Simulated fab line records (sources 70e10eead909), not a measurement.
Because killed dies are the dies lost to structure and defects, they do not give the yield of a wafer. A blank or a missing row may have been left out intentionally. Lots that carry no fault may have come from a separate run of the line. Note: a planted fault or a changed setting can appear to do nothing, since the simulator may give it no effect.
Chamber matching | flow nand harc | pecvd-03 running NHARC_A_STAIRCASE_DEP_417: 3 sister chambers
The step deposits Si3N4, target thk 60 nm. 20 wafers are shown with their chamber, then 10 later ones without.

== WAFERS, EACH WITH ITS CHAMBER ==
wafer  | chamber | heater power w (W) | rf fwd power W (W)
L074.3 | 1       | 691                | 447.1
L074.4 | 0       | 778                | 448.8
L074.6 | 1       | 701                | 449.0
L077.1 | 2       | 645                | 448.6
L077.4 | 2       | 653                | 448.4
L077.6 | 0       | 647                | 448.6
L083.1 | 2       | 737                | 447.2
L083.4 | 1       | 633                | 449.1
L083.5 | 0       | 784                | 448.7
L087.1 | 2       | 722                | 449.3
L087.3 | 0       | 815                | 449.5
L087.5 | 2       | 723                | 449.8
L086.1 | 2       | 669                | 450.2
L086.2 | 0       | 815                | 448.9
L086.4 | 1       | 701                | 447.5
L085.1 | 1       | 683                | 451.2
L085.2 | 2       | 647                | 445.4
L085.5 | 0       | 791                | 448.1
L088.3 | 0       | 808                | 448.1
L088.4 | 2       | 692                | 447.2

SIGNATURES, as means of the wafers listed above
reading        | chamber 0 | chamber 1 | chamber 2 | scatter within a chamber
heater power w | 776.86    | 681.80    | 686.00    | 44.8
rf fwd power W | 448.671   | 448.780   | 448.262   | 1.32
Rule: a wafer's distance from a chamber is the root of the sum, over the readings, of the square of ((its reading less the chamber's mean) divided by the reading's scatter). If the next closest chamber is less than 2 further off than the closest, the wafer can't be placed; otherwise it belongs to the closest. The scatter: the root of (the sum of the squares of (reading less its chamber's mean) over the shown wafers, divided by (wafers less chambers)).

== WAFERS MISSING THEIR CHAMBER ==
wafer  | heater power w (W) | rf fwd power W (W)
L088.6 | 806                | 448.0
L091.2 | 679                | 447.0
L091.3 | 686                | 447.1
L091.6 | 795                | 448.8
L089.4 | 650                | 449.3
L089.5 | 639                | 448.4
L089.6 | 787                | 447.9
L097.4 | 818                | 448.9
L097.5 | 694                | 449.6
L097.6 | 678                | 449.1

== THE CHAMBER EACH PASSED THROUGH ==
wafer  | from the rows above          | in truth
L088.6 | can't be placed: 0 or 2      | 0
L091.2 | can't be placed: 2 or 1 or 0 | 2
L091.3 | can't be placed: 2 or 1 or 0 | 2
L091.6 | 0                            | 0
L089.4 | can't be placed: 1 or 2      | 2
L089.5 | can't be placed: 1 or 2      | 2
L089.6 | can't be placed: 0 or 2 or 1 | 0
L097.4 | 0                            | 0
L097.5 | can't be placed: 1 or 2 or 0 | 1
L097.6 | can't be placed: 1 or 2 or 0 | 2
Correctly placed: 2 of 10. Cannot be placed on the basis of these rows: 8; the candidates contain the true chamber in 8. Wrongly placed: 0.
